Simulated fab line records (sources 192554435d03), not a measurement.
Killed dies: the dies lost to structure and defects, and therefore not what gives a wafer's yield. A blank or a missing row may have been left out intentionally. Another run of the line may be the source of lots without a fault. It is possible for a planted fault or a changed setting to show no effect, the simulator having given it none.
A lot that was struck, set against a sound lot :: flow n5Finfet :: 14 steps out of a route of 1938
Sound: these wafers, L245.2, L245.3, L245.4. Wafers struck: L246.1, L246.3, L246.6. Last of all comes the cause.
At each step with rows: each side's tool, then ch and its chambers, then its first start. Under that, the readings that differ: sound wafers :: struck wafers :: difference of the means :: sigmas: that difference in standard deviations of wafers without a fault.
alike: words and numbers the same on both sides, and readings whose means are apart by under 2 such deviations; not compared: readings that were withheld, readings missing a value for some wafer, numbers with overlapping values and no deviation given by the record, and bounds like >300 which may hide the same value.
A row with sigmas, a row that says differs or no value, or rows on one side alone: a step with any of these is where the two part. Numbers that don't overlap but have no deviation are shown without sigmas and don't part them. A reading that every wafer of one side lacks parts them only if that side has two wafers or more.

N5_BEOL_M9_STRIP_67: strips in CF4.
  sound on rieDiel-02 ch 0,2,3, day 11 15:29; struck on rieDiel-02 ch 0,1,3, day 11 19:23
  alike: drypumpMotorCurrentA, oesProductAu, rfVppV, showerheadPlenumPTorr, throttleValvePct
  not compared: rfHoursCounterH
N5_BEOL_M9_HM_OPEN_17: chemistry Cl2/BCl3, target TiN, target depth 20 nm, overetch 6 nm.
  sound on rieMetal-03 ch 0,1, day 11 15:32; struck on rieMetal-01 ch 0,1, day 11 19:25
  alike: drypumpMotorCurrentA, oesProductAu, throttleValvePct
  not compared: rfHoursCounterH
N5_BEOL_M9_STRIP_19: strips in O2.
  sound on rieDiel-06 ch 1,2, day 11 15:44; struck on rieDiel-06 ch 1,2, day 11 19:32
reading: rfVppV (V)
sound: 4.1 5.5 3.8
struck: 2.2 4.0 3.7
difference: -1.2
sigmas: -2
  alike: drypumpMotorCurrentA, oesProductAu, showerheadPlenumPTorr, throttleValvePct
  not compared: rfHoursCounterH
N5_BEOL_M9_CD_MEAS_18: pitch 140 nm, target cd 70 nm.
  sound on cdSem-03, day 11 15:49; struck on cdSem-01, day 11 19:36
  alike: cdNm
then, 8 steps without rows for these wafers: N5_BEOL_M9_COAT_63 (time 60 s, resist thk 60 nm); N5_BEOL_M9_COAT_64 (time 60 s, resist thk 12 nm); N5_BEOL_M9_COAT_75 (time 60 s, resist thk 5 nm); N5_BEOL_M9_COAT_22 (resist thk 30 nm); N5_BEOL_M9_EBR_24; N5_BEOL_M9_SOFTBAKE_23 (time 60 s); N5_BEOL_M9_EXPOSE_25 (exposes mask V8); N5_BEOL_M9_PEB_26 (peb time 60 s).
N5_BEOL_M9_DEVELOP_27: develop time 30 s.
  struck on lithoTrack-05, day 11 19:59; sound on lithoTrack-05 ch 0, day 11 19:20
  no value came back on the struck wafers for chillPlateTempC (C), developTimeS (s); on the sound wafers chillPlateTempC (C) reads 23.02 23.07 22.99
reading: model.CAR-EUV_of_BEOL_M9_COAT_22.thkNm (nm)
sound: 29.4 29.4 29.6
struck: 30.2 30.2 30.2
difference: +0.7
sigmas: 
N5_BEOL_M9_CD_MEAS_28: target cd 70 nm.
  sound on cdSem-01 ch 0, day 11 19:24; struck on cdSem-01 ch 0, day 11 20:03
reading: cdNm (nm)
sound: 70.27 70.45 70.29
struck: - - -
difference: no value on the struck wafers
sigmas: 

## WHERE THEY PART
At N5_BEOL_M9_STRIP_19 first; at N5_BEOL_M9_CD_MEAS_28 last (within this record only).

WHY: what had been put in by the simulator
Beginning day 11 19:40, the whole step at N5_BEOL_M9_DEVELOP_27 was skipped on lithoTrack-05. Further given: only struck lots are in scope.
